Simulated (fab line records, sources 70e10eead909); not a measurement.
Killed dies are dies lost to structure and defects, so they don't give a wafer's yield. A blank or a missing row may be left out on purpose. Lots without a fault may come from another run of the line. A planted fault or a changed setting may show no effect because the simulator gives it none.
Chamber matching | flow nand_harc | NHARC_A_CONTACT_DEP_85 on pecvd-02: 3 sister chambers
The step deposits SiON, target thk 60 nm. 22 wafers are shown with their chamber, then 11 later ones without.

WAFERS WITH THEIR CHAMBER
wafer  | chamber | heater_power_w (W)
L074.1 | 2       | 870
L074.3 | 0       | 704
L074.5 | 1       | 802
L075.3 | 0       | 613
L075.4 | 1       | 751
L075.5 | 0       | 597
L076.1 | 0       | 725
L076.2 | 1       | 755
L076.3 | 0       | 720
L076.4 | 1       | 736
L076.5 | 0       | 711
L076.6 | 1       | 749
L080.4 | 2       | 731
L080.5 | 0       | 733
L080.6 | 1       | 857
L082.1 | 0       | 720
L082.4 | 1       | 845
L082.5 | 2       | 889
L086.1 | 2       | 879
L086.3 | 1       | 827
L086.6 | 2       | 873
L085.1 | 2       | 880

SIGNATURES (means of the wafers above)
reading        | chamber 0 | chamber 1 | chamber 2 | scatter within a chamber
heater_power_w | 690.38    | 790.25    | 853.67    | 53.7
Rule: a wafer's distance from a chamber is the root of the sum, over the readings, of the square of ((its reading less the chamber's mean) divided by the reading's scatter). The wafer belongs to the nearest chamber; if the next one is less than 2 further off, it can't be placed. The scatter: the root of (the sum of the squares of (reading less its chamber's mean) over the shown wafers, divided by (wafers less chambers)).

WAFERS WITHOUT THEIR CHAMBER
wafer  | heater_power_w (W)
L085.2 | 654
L085.5 | 910
L092.2 | 792
L092.3 | 853
L092.6 | 828
L095.2 | 805
L095.4 | 794
L095.6 | 854
L097.2 | 804
L097.3 | 682
L097.5 | 870

WHICH CHAMBER EACH WENT THROUGH
wafer  | from the rows above          | in truth
L085.2 | can't be placed: 0 or 1      | 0
L085.5 | can't be placed: 2 or 1      | 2
L092.2 | can't be placed: 1 or 2 or 0 | 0
L092.3 | can't be placed: 2 or 1      | 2
L092.6 | can't be placed: 2 or 1      | 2
L095.2 | can't be placed: 1 or 2 or 0 | 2
L095.4 | can't be placed: 1 or 2 or 0 | 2
L095.6 | can't be placed: 2 or 1      | 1
L097.2 | can't be placed: 1 or 2 or 0 | 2
L097.3 | can't be placed: 0 or 1      | 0
L097.5 | can't be placed: 2 or 1      | 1
Placed correctly: 0 of 11. Can't be placed from these rows: 11 (the true chamber is among the candidates in 11). Placed wrongly: 0.
